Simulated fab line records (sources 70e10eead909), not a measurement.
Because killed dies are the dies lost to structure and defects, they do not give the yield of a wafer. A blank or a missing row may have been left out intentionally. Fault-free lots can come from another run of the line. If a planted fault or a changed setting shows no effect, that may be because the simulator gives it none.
A lot that was struck, set against a sound lot -- flow nand-harc -- 14 out of 1302 route steps
Sound: wafers L408.1, L408.3, L408.5. Struck: wafers L407.3, L407.5, L407.6. The cause comes at the end.
Per side, at each step with rows, come the tool, then ch with its chambers, and then its first start. Under that, the readings that differ: sound wafers -- struck wafers -- difference of the means -- sigmas: that difference in standard deviations of wafers without a fault.
alike: words and numbers the same on both sides, and readings whose means are apart by under 2 such deviations; not compared: readings that were withheld, readings missing a value for some wafer, numbers with overlapping values and no deviation given by the record, and bounds like >300 which may hide the same value.
The two part at a step that has a row with sigmas, a row that says differs or no value, or rows on one side only. Non-overlapping numbers with no deviation appear without sigmas and do not part them. A reading missing from all wafers of one side parts the sides only when that side holds two or more wafers.

first, 1 step without rows for these wafers: NHARC_P_M2_PRE_CLEAN_30 (time 30 s).
NHARC_P_M2_PVD_20: deposits TaN, target thk 5 nm, time 8.06 s.
  sound on pvd-sputter-01; struck on pvd-sputter-02
  alike: cathode-dc-power-W, throttle-valve-pct
then, 2 steps without rows for these wafers: NHARC_P_M2_PVD_21 (deposits Cu, target thk 30 nm, time 20.49 s); NHARC_P_M2_ECD_22 (material Cu, target thk 400 nm).
NHARC_P_M2_ANNEAL_31: time 90 s.
  sound on rtp-anneal-01 ch 0, day 10 03:31; struck on rtp-anneal-01 ch 0, day 9 10:38
  alike: wafer_temp_C_max
NHARC_P_M2_CMP_23: polishes, t overpolish 20 s, target thk 144.3 nm.
  sound on cmp-03 ch 0,1,3, day 10 03:51; struck on cmp-01 ch 1,2, day 9 10:54
  alike: motor-current-A, time-to-endpoint-s
NHARC_P_M2_THK_MEAS_24: measures by xrf.
  sound on film-metro-02, day 10 04:10; struck on film-metro-02, day 9 11:11
  alike: thk-nm
following that, these wafers have no rows for 1 step: NHARC_P_M2_SRD_25.
NHARC_P_M2_INSPECT_27:
  sound on defect-inspect-01, day 10 04:20; struck on defect-inspect-01, day 9 11:20
  alike: raw-defect-count
then, 1 step without rows for these wafers: NHARC_P_M2_PRE_CLEAN_32 (time 12 s).
NHARC_P_M2_DEP_33: deposits SiCN, target thk 30 nm.
  sound on pecvd-01 ch 0,1,2, day 10 04:28; struck on pecvd-01 ch 0,1,2, day 9 11:29
  alike: chamber-pressure-Torr, heater-power-outer-w, heater-power-w, showerhead-vpp-V
NHARC_P_BONDPAD_DEP_00: deposits SiCN, target thk 250 nm.
  sound on pecvd-01 ch 0,1,2, day 10 04:55; struck on pecvd-04 ch 0,2, day 9 12:02
  no value came back on the struck wafers for chamber-pressure-Torr (Torr), heater-power-outer-w (W), heater-power-w (W), showerhead-vpp-V (V); on the sound wafers chamber-pressure-Torr (Torr) reads 3.012 3.003 3.005
NHARC_P_BONDPAD_CMP_32: polishes SiCN, target thk 200 nm.
  sound on cmp-02 ch 0,1,2, day 10 05:19; struck on cmp-01 ch 0,1,3, day 9 12:30
  alike: motor-current-A
following that, these wafers have no rows for 1 step: NHARC_P_BONDPAD_SRD_34.

## WHERE THEY PART
NHARC_P_BONDPAD_DEP_00 only, going by this record. Later steps at which nothing parts them and some readings are alike: NHARC_P_BONDPAD_CMP_32.

WHY: what the simulator had put in
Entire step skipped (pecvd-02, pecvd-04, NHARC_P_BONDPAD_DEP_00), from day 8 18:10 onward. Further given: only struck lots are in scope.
